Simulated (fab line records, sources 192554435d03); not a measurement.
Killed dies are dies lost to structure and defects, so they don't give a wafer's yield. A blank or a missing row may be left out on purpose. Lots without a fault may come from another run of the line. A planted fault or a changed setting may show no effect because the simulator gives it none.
fab line records | flow n5_finfet
record lots=4 wafers=10 last_day=17
route steps=1938 shown MOL_CONTACT_COAG@547 BEOL_M4@1111 PASSIVATION@1936
lots that met no fault: from a run of the same line without faults
start_h: hours from the record's first day to the start of the lot's first wafer shown | wait_h: hours since the lot's step before | " the same as in the row above | L1.1+2: a row that stands for several wafers | - no value, or no start given | * or withheld: withheld | < > ~ a bound
route shown NAME@n: a module of which the file shows steps, and the number in the route of the first | usual: mean/standard deviation of fault-free wafers | same: alike in all rows | chamber/n: place in a boat | sites: the reading at each site | _std_site: their standard deviation | _edge_site: outer sites' mean less inner sites' | radius_mm: how far each site lies from the wafer's centre | mask NAME#n: copy n | behind: the tool/chamber that last shaped the wafer | hold: why the lot was held/for how many hours/how that ended | device: the transistor (n, p or np) that didn't switch | end of line: the same wafers' tests at the end of the route | a step without rows: its recipe alone | killed: dies lost to structure and defects at the first sort, not the wafer's yield | map: a wafer's dies, x killed, . not, _ none there
set.NAME: the setting as run; set.NAME@STEP: as run at that earlier step | model.NAME: the simulator's own value behind a step, which no gauge read
lots at some steps of the route; a table a step, a row a wafer
services: from which hour (start_h, from the record's first day; less than 0 if before it) a tool's chamber was out of use, for how many hours, and why
## steps
# step N5_MOL_CONTACT_COAG_SPUTTER_143
# recipe material=Co target_thk_a=25 temp_c=25 chamber_pressure_pa=0.2
# step N5_MOL_CONTACT_COAG_CO_FILL_22
# recipe material=Co target_thk_a=200 temp_c=200 precursor=CCTBA/H2 pressure_torr=30
# step N5_MOL_CONTACT_COAG_ANNEAL_113
# recipe temp_c=400 time_s=300 ambient=H2/N2
# step N5_MOL_CONTACT_COAG_PRE_CLEAN_142
# recipe gas=H2/He time_s=60 temp_c=300
# step N5_MOL_CONTACT_COAG_SPUTTER_130
# recipe material=Co target_thk_a=475 temp_c=25 chamber_pressure_pa=0.5 power_w=3000
# step N5_MOL_CONTACT_COAG_PRECLEAN_125
# recipe chemistry=DIW time_s=57.5 temp_c=23
# step N5_MOL_CONTACT_COAG_SRD_126
# recipe dry_time_s=32 dry=n2_spin spin_rpm=1500
# step N5_MOL_CONTACT_COAG_CMP_23
# recipe stop_on=SiO2 t_overpolish_s=1.5 post_cmp_clean=cu_alkaline down_force_psi=2 platen_rpm=50.289 pad_velocity_m_s=1.0006 target_thk_nm=0
# step N5_MOL_CONTACT_COAG_WET_ETCH_26
# recipe target=Co target_depth_nm=13
# step N5_MOL_CONTACT_COAG_WET_ETCH_116
# recipe chemistry=SC1-inhibited target_depth_nm=4.6 dry=ipa_marangoni rinse_time_s=30 rinse_temp_c=23
# step N5_MOL_CONTACT_COAG_ALD_27
# recipe material=SiOC target_thk_a=170 temp_c=400 ald_precursor_family=carbosiloxane ald_co_reactant=H2-plasma pulse_time_s=1.5 time_s=2720 purge_time_s=2 co_reactant_purge_time_s=2 ald_cycles=340 pressure_torr=2
# usual ald_cycles=340/0 chamber_pressure_Torr=2.000/0.0042 heater_power_w=864/140 precursor_pulse_height_rel=1.000/0.021 run_length_s=2770.0/0.58 time_s=2720/0
# columns lot.wafer tool chamber start_h wait_h ald_cycles chamber_pressure_Torr heater_power_w precursor_pulse_height_rel run_length_s since_wet_clean_h time_s model.SiOC_of_MOL_CONTACT_COAG_ALD_27.thk_nm
L394.2 ald_sin-01 3 110.71 0.0 340 2.002 728 1.009 2770.0 208 2720 17
L394.4 " 2 " " 340 1.995 845 0.963 2769.1 208 2720 17
L394.6 " 1 " " 340 2.001 791 0.986 2769.6 - 2720 17
L409.3 ald_sin-01 2 196.29 0.0 255 1.997 892 0.985 2089.0 293 2040 12.8
L409.5 " 2 " " 255 2.000 869 1.017 2089.2 - 2040 12.8
L412.2 ald_sin-01 2 217.38 0.0 340 1.995 873 1.010 2769.0 315 2720 17
L412.5 " 1 " " 255 1.999 788 0.966 2089.2 - 2040 12.8
L415.1 ald_sin-04 3 234.21 0.0 340 1.997 775 0.984 2769.4 226 2720 17
L415.2 " 2 " " 340 2.002 783 1.012 2770.1 226 2720 17
L415.4 " 1 " " 340 2.000 810 1.027 2770.7 226 2720 17
# step N5_MOL_CONTACT_COAG_CMP_28
# recipe stop_on=SiNx t_overpolish_s=0.85 post_cmp_clean=alkaline_brush down_force_psi=4.15 platen_rpm=51.8 pad_velocity_m_s=1.0307 target_thk_nm=14.522
# usual edge_zone_pressure_frac=1.000/0.005 motor_current_A=12.3/0.94
# columns lot.wafer tool chamber start_h wait_h edge_zone_pressure_frac motor_current_A model.SiOC_of_MOL_CONTACT_COAG_ALD_27.thk_nm
L394.4 cmp-04 3 112.32 0.8 0.995 12.9 15.8
L394.2 " 0 " " 0.995 13.3 14.6
L394.6 " 2 " " 1.000 11.3 16.2
L409.3 cmp-02 2 197.93 0.9 0.999 12.7 12.8
L409.5 " 1 " " 0.996 11.0 12.8
L412.2 cmp-01 0 218.98 0.8 1.004 11.5 14.6
L412.5 " 0 " " 0.995 11.5 12.8
L415.4 cmp-02 2 235.78 0.8 1.000 12.6 13.4
L415.2 " 3 " " 1.004 11.3 13.8
L415.1 " 1 " " 1.006 10.8 13
# step N5_MOL_CONTACT_COAG_ALD_123
# recipe material=SiNx target_thk_a=50 temp_c=400 ald_precursor_family=SiH2I2 ald_co_reactant=N2/H2-plasma pulse_time_s=1 purge_time_s=2 co_reactant_purge_time_s=2 ald_cycles=100 pressure_torr=2
# step N5_MOL_CONTACT_COAG_PECVD_31
# recipe material=SiO2 target_thk_a=460 temp_c=400 precursor=TEOS/O2 pressure_torr=6.5 rf_w=withheld teos_flow_sccm=withheld gas=O2 flow_sccm=2650 time_s=8.9
# step N5_MOL_CONTACT_COAG_COAT_75
# recipe resist=SOC temp_c=250 time_s=60 spin_rpm=1500 resist_thk_nm=60
# step N5_MOL_CONTACT_COAG_COAT_76
# recipe resist=SiARC temp_c=220 time_s=60 spin_rpm=1500 resist_thk_nm=10
# step N5_MOL_CONTACT_COAG_COAT_77
# recipe resist=underlayer temp_c=205 time_s=60 spin_rpm=1500 resist_thk_nm=10
# step N5_MOL_CONTACT_COAG_COAT_78
# recipe resist=CAR-EUV spin_rpm=1500 resist_thk_nm=40
# step N5_MOL_CONTACT_COAG_EBR_80
# recipe solvent=PGMEA ebr_width_mm=1.5
# step N5_MOL_CONTACT_COAG_SOFTBAKE_79
# recipe temp_c=110 time_s=60 resist=CAR-EUV
# step N5_MOL_CONTACT_COAG_EXPOSE_81
# recipe mask_id=VG na=0.33 source_shape=annular sigma_inner=0.3 sigma_outer=0.7 polarization=unpolarized defocus_nm=0 dose_mj=59.5
# step N5_MOL_CONTACT_COAG_PEB_82
# recipe peb_temp_c=100 peb_time_s=60 resist=CAR-EUV
# step N5_MOL_CONTACT_COAG_DEVELOP_83
# recipe develop_time_s=30 developer=TMAH resist=CAR-EUV rinse_liquid=surfactant_rinse dry=air_spin dev_temp_c=23
# step N5_MOL_CONTACT_COAG_DESCUM_88
# recipe chemistry=O2 time_s=7 source_power_w=50 bias_power_w=20 pressure_mtorr=20 rf_frequency_hz=2.712e+07 temp_c=40 resist=CAR-EUV o2_flow_sccm=225
# step N5_MOL_CONTACT_COAG_ETCH_89
# recipe chemistry=N2/H2 target=underlayer target_depth_a=130 mask_material=CAR-EUV time_s=10.4 ion_energy_ev=200 pressure_mtorr=30 source_w=840 bias_w=150 n2_flow_sccm=200 h2_flow_sccm=200 ends=cleared
# step N5_MOL_CONTACT_COAG_ETCH_90
# recipe chemistry=CF4 target=SiARC target_depth_a=130 mask_material=CAR-EUV time_s=21.7 ion_energy_ev=80 pressure_mtorr=40 source_w=545 bias_w=36 Ar_flow_sccm=100 cf4_flow_sccm=100 ends=cleared
# step N5_MOL_CONTACT_COAG_ALD_131
# recipe material=SiO2 target_thk_a=50 temp_c=100 ald_precursor_family=BDEAS ald_co_reactant=O2-plasma pulse_time_s=1 co_reactant_pulse_time_s=1 purge_time_s=2 co_reactant_purge_time_s=2 ald_cycles=35 pressure_torr=2
# step N5_MOL_CONTACT_COAG_ETCHBACK_132
# recipe chemistry=CHF3 target=SiO2 target_depth_a=100 time_s=6.7 ion_energy_ev=200 pressure_mtorr=30 source_w=610 bias_w=170 Ar_flow_sccm=200 CHF3_flow_sccm=50
# step N5_MOL_CONTACT_COAG_ETCH_91
# recipe chemistry=N2/H2 target=SOC target_depth_a=600 overetch_a=210 mask_material=SiARC temp_c=40 time_s=101.2 ion_energy_ev=200 pressure_mtorr=30 source_w=840 bias_w=150 n2_flow_sccm=200 h2_flow_sccm=200
# step N5_MOL_CONTACT_COAG_STRIP_92
# recipe chemistry=N2/H2 temp_c=40 n2_flow_sccm=200 h2_flow_sccm=200 rf_frequency_hz=6e+07
# step N5_MOL_CONTACT_COAG_STRIP_93
# recipe chemistry=N2/H2 temp_c=40 n2_flow_sccm=200 h2_flow_sccm=200 rf_frequency_hz=6e+07
# step N5_MOL_CONTACT_COAG_ETCHBACK_135
# recipe chemistry=CHF3 target=SiO2 target_depth_a=250 time_s=16.7 ion_energy_ev=200 pressure_mtorr=30 source_w=610 bias_w=170 Ar_flow_sccm=200 CHF3_flow_sccm=50
# step N5_MOL_CONTACT_COAG_STRIP_118
# recipe chemistry=CHF3 resist=SiARC rf_frequency_hz=6e+07
# step N5_MOL_CONTACT_COAG_VIA_ETCH_46
# recipe chemistry=C4F6/O2 target_depth_a=460 overetch_a=92 mask_material=SOC target=SiO2 bias_w=455 pressure_mtorr=10 time_s=40 source_w=325 Ar_flow_sccm=300 C4F6_flow_sccm=10 O2_flow_sccm=10 ion_energy_ev=575.3 ends=end_point
# step N5_MOL_CONTACT_COAG_STRIP_96
# recipe chemistry=N2/H2 power_w=500 temp_c=40 pressure_mtorr=50 rf_frequency_hz=6e+07 overash_fraction=0.3 bias_power_w=28 h2_frac=0.5 n2_flow_sccm=300 h2_flow_sccm=300
# step N5_MOL_CONTACT_COAG_ETCH_47
# recipe chemistry=CH3F/O2 target=SiNx target_depth_a=270 mask_material=SiO2 stop_on=W over_etch_frac=0.2 ion_energy_ev=120 endpoint=OES-CN pressure_mtorr=30 source_w=395 bias_w=73 Ar_flow_sccm=150 CH3F_flow_sccm=30 O2_flow_sccm=20 ends=end_point
# step N5_MOL_CONTACT_COAG_ETCH_48
# recipe chemistry=C4F6/O2 target_depth_a=150 overetch_a=45 mask_material=SOC target=SiOC bias_w=465 pressure_mtorr=10 time_s=17 source_w=335 Ar_flow_sccm=300 C4F6_flow_sccm=10 O2_flow_sccm=10 ion_energy_ev=576
# usual C4F6_flow_sccm=10.004/0.029 drypump_motor_current_A=5.9/0.38 oes_product_au=0.65/0.069 rf_vpp_V=1593/28 showerhead_plenum_p_Torr=2.82/0.086 throttle_valve_pct=40.6/0.39
# same time_s=17
# columns lot.wafer tool chamber start_h wait_h C4F6_flow_sccm drypump_motor_current_A oes_product_au rf_hours_counter_h rf_vpp_V showerhead_plenum_p_Torr throttle_valve_pct model.etch.depth_nm
L394.2 rie_diel-04 0 116.65 0.0 10.002 5.8 0.59 241 1565 2.70 40.9 14.61
L394.4 " 3 " " 9.973 5.1 0.84 6 1635 2.89 41.0 15.77
L394.6 " 0 " " 10.017 5.7 0.62 - 1566 2.70 41.0 16.19
L409.3 rie_diel-04 1 201.46 0.0 9.990 6.3 0.64 94 1557 2.75 40.1 12.74
L409.5 " 3 " " 10.025 5.1 0.68 - 1634 2.88 41.0 12.72
L412.2 rie_diel-02 3 222.29 0.0 10.095 5.5 0.75 24 1627 2.92 41.3 14.67
L412.5 " 3 " " 10.055 5.5 0.69 - 1627 2.92 41.3 12.77
L415.1 rie_diel-04 2 240.39 0.0 9.955 6.1 0.55 244 1620 2.79 40.7 13.04
L415.2 " 3 " " 9.946 5.2 0.70 50 1634 2.87 41.0 13.7
L415.4 " 1 " " 9.995 6.3 0.64 107 1558 2.75 40.1 13.35
# step N5_BEOL_M4_RC_MEAS_101
# usual DIBL_N=37.2/1.9 DIBL_P=37.3/2.2 IOFF_N=0.18/0.038 IOFF_P=0.22/0.039 ION_N=678/11 ION_P=462/6.9 SS_N=71.8/0.68 SS_P=73.5/0.65 VT_N=249/3.4 VT_P=-250/3.2
# columns lot.wafer tool chamber start_h wait_h DIBL_N[mV/V] DIBL_P[mV/V] IOFF_N[nA/um] IOFF_P[nA/um] ION_N[uA/um] ION_P[uA/um] SS_N[mV/dec] SS_P[mV/dec] VT_N[mV] VT_P[mV]
L394.2 prober-02 0 188.37 0.2 37.7 37.4 0.18 0.21 673 460 71.1 73.3 244 -254
L394.4 " 0 " " 37.5 36.2 0.18 0.20 672 457 71.7 73.2 249 -254
L394.6 " 0 " " 39.1 37.5 0.20 0.21 680 451 71.7 73.8 245 -255
L412.2 prober-02 0 292.70 0.4 37.0 36.1 0.20 0.24 684 464 71.5 73.5 245 -246
L412.5 " 0 " " 39.4 39.7 0.25 0.32 688 471 72.3 74.0 243 -245
L409.3 prober-01 0 300.57 0.3 40.6 41.8 0.24 0.37 676 473 72.8 75.4 243 -241
L409.5 " 0 " " 36.1 36.0 0.16 0.23 668 459 71.8 73.7 249 -248
L415.1 prober-02 0 310.12 0.0 33.7 34.0 0.12 0.16 668 455 70.9 72.6 254 -253
L415.2 " 0 " " 34.2 33.8 0.12 0.16 669 454 70.7 73.1 254 -255
L415.4 " 0 " " 38.9 40.4 0.23 0.25 689 466 72.7 74.6 246 -251
# step N5_PASSIVATION_PROBE_49
# usual defect_limited_yield=91.2/1.6 killed_at_M0_to_M3=31/10 killed_at_M4_up=14/4.4 killed_at_contacts=13/6 killed_at_front_end=43/13 killed_at_other=3.5/2.6 killed_dies=104/18 killed_open=68/14 killed_short=34/8.1 sort_bin_5_function=5.1/1.1 sort_bin_6_memory=3.3/0.68 sort_n_pass=1076/18 sort_yield_pct=91.2/1.6
# same gross_dies=1180 killed_at_back_side=0 sort_bin_4_leakage[%]=0 sort_bin_8_speed[%]=0
# columns lot.wafer tool chamber start_h wait_h defect_limited_yield[%] killed_at_M0_to_M3 killed_at_M4_up killed_at_contacts killed_at_front_end killed_at_other killed_dies killed_open killed_short sort_bin_5_function[%] sort_bin_6_memory[%] sort_n_pass sort_yield_pct[%]
L394.2 prober-02 - 289.95 0.1 90.3 35 15 11 52 2 115 79 35 6.2 3.4 1065 90.3
L394.4 prober-02 - 290.05 0.2 91.2 37 16 7 44 0 104 68 36 5.3 3.0 1076 91.2
L394.6 prober-02 - 290.15 0.3 90.7 39 22 9 39 1 110 80 26 6.0 2.9 1070 90.7
L412.2 prober-01 - 406.24 0.6 90.6 33 12 12 47 7 111 78 32 6.0 3.2 1069 90.6
L412.5 prober-01 - 406.39 0.7 93.1 16 24 7 33 2 82 57 24 3.6 3.1 1098 93.1
L409.3 prober-01 - 409.48 0.1 92.1 35 15 19 24 0 93 68 23 4.7 2.8 1087 92.1
# killed by level:class
L394.2 STI_FIN_REVEAL:geometric_particle:open=18 BEOL_M0_SAQP:geometric_particle:open=12 FIN_SAQP:geometric_particle:short=10 MOL_CONTACT_COAG:geometric_particle:open=10 FIN_SAQP:geometric_particle:open=8 BEOL_M2:geometric_particle:open=6 BEOL_M0_SAQP:geometric_particle:short=5 BEOL_M3:geometric_particle:open=5
L394.4 BEOL_M0_SAQP:geometric_particle:short=13 STI_FIN_REVEAL:geometric_particle:open=12 BEOL_M0_SAQP:geometric_particle:open=11 FIN_SAQP:geometric_particle:short=7 FIN_SAQP:geometric_particle:open=7 MOL_CONTACT_COAG:geometric_particle:open=7 DUMMY_GATE:geometric_particle:open=4 BEOL_M3:geometric_particle:open=4
L394.6 BEOL_M4:geometric_particle:open=14 STI_FIN_REVEAL:geometric_particle:open=12 BEOL_M1:geometric_particle:open=9 BEOL_M2:geometric_particle:open=8 BEOL_M3:geometric_particle:open=8 FIN_SAQP:geometric_particle:open=7 MOL_CONTACT_COAG:geometric_particle:open=6 GATE_CUT:geometric_particle:short=5
L412.2 FIN_SAQP:geometric_particle:open=16 MOL_CONTACT_COAG:geometric_particle:open=10 BEOL_M1:geometric_particle:open=8 BEOL_M4:geometric_particle:open=8 BEOL_M0_SAQP:geometric_particle:open=7 BEOL_M0_SAQP:geometric_particle:short=6 FIN_SAQP:geometric_particle:short=5 STI_FIN_REVEAL:geometric_particle:open=5
L412.5 BEOL_M4:geometric_particle:open=9 FIN_SAQP:geometric_particle:open=7 MOL_CONTACT_COAG:geometric_particle:open=7 FIN_SAQP:geometric_particle:short=5 BEOL_M5:geometric_particle:open=5 BEOL_M8:geometric_particle:open=5 STI_FIN_REVEAL:geometric_particle:open=4 DUMMY_GATE:geometric_particle:open=4
L409.3 MOL_CONTACT_COAG:geometric_particle:open=18 BEOL_M2:geometric_particle:open=9 BEOL_M0_SAQP:geometric_particle:open=6 BEOL_M0_SAQP:geometric_particle:short=6 BEOL_M1:geometric_particle:open=4 BEOL_M3:geometric_particle:open=4 BEOL_M4:geometric_particle:open=4 STARTING-WAFER:geometric_particle:short=4
## services
# columns tool chamber start_h hours kind
cmp-04 - 92.92 0.9 repair
rie_diel-04 3 99.28 11.7 repair
cmp-01 - 111.18 0.7 repair
cmp-04 - 116.48 6.4 pm
cmp-02 - 123.42 1.0 repair
cmp-04 - 131.09 4.0 pm
cmp-01 - 137.84 0.5 repair
rie_diel-04 0 144.21 - clean
rie_diel-04 0 144.21 - consumable_replace:focus_ring
rie_diel-04 0 144.21 - consumable_replace:showerhead
rie_diel-04 0 144.21 16.1 scheduled_down
rie_diel-04 0 144.21 16.1 vent_cycle
cmp-01 - 147.57 0.8 repair
cmp-02 - 153.09 1.6 repair
cmp-01 - 159.52 0.5 repair
cmp-01 - 169.69 2.6 repair
rie_diel-02 1 186.80 2.4 repair
cmp-01 - 194.05 1.3 repair
cmp-01 - 198.37 4.0 pm
cmp-02 - 212.42 2.3 repair
rie_diel-02 0 218.61 13.5 repair
cmp-02 - 224.34 2.1 repair
rie_diel-04 3 229.55 4.3 repair
ald_sin-04 - 232.47 0.3 repair
## key
first_sign step=N5_MOL_CONTACT_COAG_ALD_27 reading=ald_cycles direction=down sigmas=99+ usual=* struck=*
effect step=N5_MOL_CONTACT_COAG_ALD_27 reading=time_s direction=down sigmas=99+ usual=* struck=*
model_effect step=N5_MOL_CONTACT_COAG_ALD_27 value=SiOC_of_MOL_CONTACT_COAG_ALD_27.thk_nm without=17 struck=12.8
model_effect step=N5_MOL_CONTACT_COAG_CMP_28 value=SiOC_of_MOL_CONTACT_COAG_ALD_27.thk_nm without=14.6 struck=12.8
model_effect step=N5_MOL_CONTACT_COAG_ETCH_48 value=etch.depth_nm without=14.58 struck=12.74
met_at N5_MOL_CONTACT_COAG_ALD_27
struck_wafers L409.3,L409.5,L412.5
onset_between 110.71 196.29
fault kind=process_parameter_drift tool=ald_sin-01 chamber=- onset_h=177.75 steps=N5_MOL_CONTACT_COAG_ALD_27 channel=ald_cycles offset=* shape=step end_h=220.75 scope=struck_wafers_only acts_in=* stated=*
